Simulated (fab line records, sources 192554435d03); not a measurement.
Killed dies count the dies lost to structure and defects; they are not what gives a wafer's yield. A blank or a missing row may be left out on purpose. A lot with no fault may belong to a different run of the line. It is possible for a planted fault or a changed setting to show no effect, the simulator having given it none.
Code-filled problem report in 8D (eight disciplines) form	flow n5_finfet	the parts of the form that need people (team, actions taken, sign-off) are left out

## 1. WHAT IS WRONG
Mean of bias_w at N5_BEOL_M12_ETCH_59: 131.2 W across 2 wafers in 2 lots; on wafers with no fault it is 150.1 W (standard deviation 0.47). Measured from the usual mean, that is -40 standard deviations.
The step: etches BARC in N2/H2, target depth 89 nm, overetch 26.7 nm, time 67.9 s.
Seen first at day 12 10:24 on rie_diel-05, wafer L152.4. At this step, 30 wafers from 10 lots have a number in the record. Rule for "out", or "out of limits": more than 4 standard deviations from the usual mean. All remaining wafers that have a number are taken as sound.

## 2. WHAT IT IS, AND WHAT IT ISN'T
question	is	is not
which readings at this step	bias_w, rf_vpp_V	drypump_motor_current_A, h2_flow_sccm, oes_product_au, showerhead_plenum_p_Torr, throttle_valve_pct
which lots	L152, L153	L145, L146, L151, L161, L164, L165, L166, L167
which wafers of those lots	L152.4, L153.1	L152.1, L152.5, L153.2, L153.5
read on which tools	rie_diel-05	rie_diel-02, rie_diel-04
when	from day 12 10:24	up to then (11 sound wafers); but 17 sound wafers of L153, L161, L164, L165, L166, L167 came after

## 3. THE SUSPECTS, EACH WITH WHAT RULES IT OUT
Counting: a tool at a process step up to the reading stays a suspect if it ran every lot that is out. Sound lots after the first of them don't rule it out here, since some wafers of a struck lot are sound.
- rie_diel-03 at N5_BEOL_M11_ETCH_65 (etches SiARC in CF4, target depth 39 nm, time 65 s): kept. It processed each lot that is out (first: L152, day 12 06:12); up to then, its last sound lot is L151 (day 11 21:23).
- rie_diel-03 at N5_BEOL_M11_ETCH_66 (etches SOC in N2/H2, target depth 120 nm, overetch 24 nm, time 180 s): kept. It processed each lot that is out (first: L152, day 12 06:15); up to then, its last sound lot is L151 (day 11 21:26).
- pvd_sputter-01 at N5_BEOL_M11_PRE_CLEAN_45 (time 30 s): kept. It ran every lot that is out, first L152 (day 12 07:20).
- rie_diel-05 at N5_BEOL_M12_ETCH_59 (etches BARC in N2/H2, target depth 89 nm, overetch 26.7 nm, time 67.9 s): kept. It ran every lot that is out, first L152 (day 12 10:24). Its own readings are out on those wafers: bias_w, rf_vpp_V.
- rie_diel-05, N5_BEOL_M12_ETCH_59: wafers that are out in chamber 3, sound lot-mates in chambers 0, 1.
Left after counting: rie_diel-03 at N5_BEOL_M11_ETCH_65, rie_diel-03 at N5_BEOL_M11_ETCH_66, pvd_sputter-01 at N5_BEOL_M11_PRE_CLEAN_45, rie_diel-05 at N5_BEOL_M12_ETCH_59.

## 4. THE CAUSE (what the simulator had put in)
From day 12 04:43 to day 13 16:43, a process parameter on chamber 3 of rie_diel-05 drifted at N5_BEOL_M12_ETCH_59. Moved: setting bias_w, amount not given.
This tool is one of the 4 suspects left after counting.

## 5. THE CHAIN OF EFFECTS, in route order
Each row: a reading whose mean over the struck wafers that have a number lies more than 3 standard deviations from the usual. Only readings for which the record gives a usual standard deviation are gone through. hours: the time from each lot's start at the first step in this table that gives one to its start at this step, as a median over the lots. sigmas: the change in usual standard deviations.
hours	step	reading	usual	on struck wafers	change	sigmas
0	N5_BEOL_M12_ETCH_59	bias_w	150.1 W	131.2	-18.9	-40
0	N5_BEOL_M12_ETCH_59	rf_vpp_V	523.4 V	483.9	-39.4	-13
The process steps in it:
- N5_BEOL_M12_ETCH_59: etches BARC in N2/H2, target depth 89 nm, overetch 26.7 nm, time 67.9 s.

## 6. WHAT WOULD HAVE CAUGHT IT SOONER
In this record no reading fell out of limits until day 12 10:24, 6 hours after the fault had begun at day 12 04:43.
